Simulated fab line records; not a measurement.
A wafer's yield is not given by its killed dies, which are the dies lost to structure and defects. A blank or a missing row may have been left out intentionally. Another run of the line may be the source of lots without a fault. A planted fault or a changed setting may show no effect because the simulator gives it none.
Which tool was responsible?    flow n5_finfet    31 wafers from 11 lots sampled at 3 of the route's 1938 steps

WHAT THE GAUGES READ, wafer by wafer
N5_BEOL_M15_CD_MEAS_17 targets a cd of 360 nm. Usual: cd_nm 361.6 nm, standard deviation 1.4.
lot   measured      on         cd_nm (nm)         flag
L552  day 11 07:22  cd_sem-02  361.3 362.6 362.2  
L553  day 11 14:29  cd_sem-02  363.7 363.9 363.7  
L554  day 11 16:34  cd_sem-01  360.9 359.1 360.6  
L555  day 11 21:52  cd_sem-03  360.4 361.5 361.8  
L556  day 12 15:02  cd_sem-02  361.3 360.1 360.8  
L557  day 12 17:17  cd_sem-02  359.0 360.7 357.9  
L560  day 13 03:25  cd_sem-01  362.1 362.9 363.0  
L562  day 13 11:47  cd_sem-01  361.5 363.3 360.7  
L563  day 14 01:40  cd_sem-02  363.9 362.5 365.3  
L574  day 17 13:58  cd_sem-02  359.4              
L575  day 18 03:05  cd_sem-03  359.5 361.9 359.8  

TOOL THAT RAN EACH LOT (tool first, then ch and the chambers of the sampled wafers, then the start)
lot   N5_BEOL_M14_SPUTTER_45        N5_BEOL_M15_STRIP_63
L552  pvd_sputter-03, day 11 05:07  rie_diel-01 ch 0,2, day 11 07:22 or earlier
L553  pvd_sputter-02, day 11 11:40  rie_diel-02 ch 1,2,3, day 11 14:29 or earlier
L554  pvd_sputter-02, day 11 14:08  rie_diel-02 ch 1,3, day 11 16:34 or earlier
L555  pvd_sputter-02, day 11 19:11  rie_diel-05 ch 0,2, day 11 21:52 or earlier
L556  pvd_sputter-03, day 12 12:49  rie_diel-05 ch 0,1,2, day 12 15:02 or earlier
L557  pvd_sputter-01, day 12 14:56  rie_diel-02 ch 2,3, day 12 17:17 or earlier
L560  pvd_sputter-02, day 13 00:40  rie_diel-02 ch 0,1,3, day 13 03:25 or earlier
L562  pvd_sputter-03, day 13 09:24  rie_diel-01 ch 0,1,3, day 13 11:47 or earlier
L563  pvd_sputter-02, day 13 23:01  rie_diel-02 ch 0,1,3, day 14 01:40 or earlier
L574  pvd_sputter-02, day 17 11:44  rie_diel-02 ch 1, day 17 13:58 or earlier
L575  pvd_sputter-03, day 18 00:41  rie_diel-05 ch 1,2, day 18 03:05 or earlier
- N5_BEOL_M14_SPUTTER_45: material Cu, target thk 100 nm, time 16.67 s.
- N5_BEOL_M15_STRIP_63: strips in O2.

AS READ BY THE TOOLS THEMSELVES (means over the sampled wafers that have a number; for cases with no such wafer, the mark the record gives instead)
N5_BEOL_M14_SPUTTER_45. Usual: bias_v 60.0 V, standard deviation 0.56; chuck_gas_flow_sccm 1.28 sccm, standard deviation 0.047; susceptor_temp_C -20.00 C, standard deviation 0.11; throttle_valve_pct 30.2 %, standard deviation 1.4.
lot   tool            bias_v (V)  chuck_gas_flow_sccm (sccm)  susceptor_temp_C (C)  throttle_valve_pct (%)  flag
L552  pvd_sputter-03  60.0        1.29                        -19.93                29.7                    
L553  pvd_sputter-02  59.9        1.30                        -19.97                29.5                    
L554  pvd_sputter-02  60.2        1.28                        -20.10                30.3                    
L555  pvd_sputter-02  60.0        1.29                        -19.97                30.6                    
L556  pvd_sputter-03  59.3        1.25                        -20.01                30.3                    
L557  pvd_sputter-01  60.0        1.29                        -20.10                30.4                    
L560  pvd_sputter-02  60.0        1.25                        -19.99                30.5                    
L562  pvd_sputter-03  59.5        1.28                        -20.02                29.6                    
L563  pvd_sputter-02  59.4        1.29                        -20.05                32.1                    
L574  pvd_sputter-02  61.0        1.31                        -19.98                28.0                    
L575  pvd_sputter-03  60.1        1.25                        -19.95                29.6                    

N5_BEOL_M15_STRIP_63. Usual: chamber_pressure_mTorr 30.00 mTorr, standard deviation 0.043; drypump_motor_current_A 5.9 A, standard deviation 0.35; oes_product_au 0.80 a.u., standard deviation 0.085; rf_vpp_V 3.7 V, standard deviation 0.7; showerhead_plenum_p_Torr 2.10 Torr, standard deviation 0.04; throttle_valve_pct 16.66 %, standard deviation 0.24.
lot   tool         chamber_pressure_mTorr (mTorr)  drypump_motor_current_A (A)  oes_product_au (a.u.)  rf_vpp_V (V)  showerhead_plenum_p_Torr (Torr)  throttle_valve_pct (%)  flag
L552  rie_diel-01  29.99                           5.8                          0.76                   3.8           2.16                             16.77                   
L553  rie_diel-02  30.02                           6.1                          0.79                   3.8           2.10                             16.70                   
L554  rie_diel-02  29.98                           5.9                          0.72                   5.0           2.08                             16.63                   
L555  rie_diel-05  30.04                           5.9                          0.82                   3.4           2.13                             16.74                   
L556  rie_diel-05  30.02                           5.8                          0.82                   4.5           2.12                             16.59                   
L557  rie_diel-02  30.00                           5.8                          0.78                   4.0           2.10                             16.57                   
L560  rie_diel-02  29.97                           5.8                          0.72                   4.1           2.09                             16.70                   
L562  rie_diel-01  30.03                           6.0                          0.87                   3.6           2.07                             16.52                   
L563  rie_diel-02  30.05                           5.8                          0.72                   3.5           2.08                             16.71                   
L574  rie_diel-02  30.02                           6.3                          0.70                   2.9           2.06                             16.99                   
L575  rie_diel-05  30.00                           5.8                          0.79                   3.8           2.11                             16.48                   

THE ANSWER, worked out from the rows above alone
Rule: take the mean of a lot's wafers that have a number; if it is more than 3 standard deviations from the usual mean, the lot is off. A lot without any number at a reading at which 4 lots or more have one is off too. The other lots that the step has rows for count as sound. Order of review: gauges by route order, followed by the tools' own readings, for which a lot's mean as printed above is used. The first step at which some lot is off is used, and at that step the reading that is off furthest; a lot without a number counts as furthest.
None of the lots is off at any reading shown; this tells nothing.

WHAT THE SIMULATOR HAD INSERTED
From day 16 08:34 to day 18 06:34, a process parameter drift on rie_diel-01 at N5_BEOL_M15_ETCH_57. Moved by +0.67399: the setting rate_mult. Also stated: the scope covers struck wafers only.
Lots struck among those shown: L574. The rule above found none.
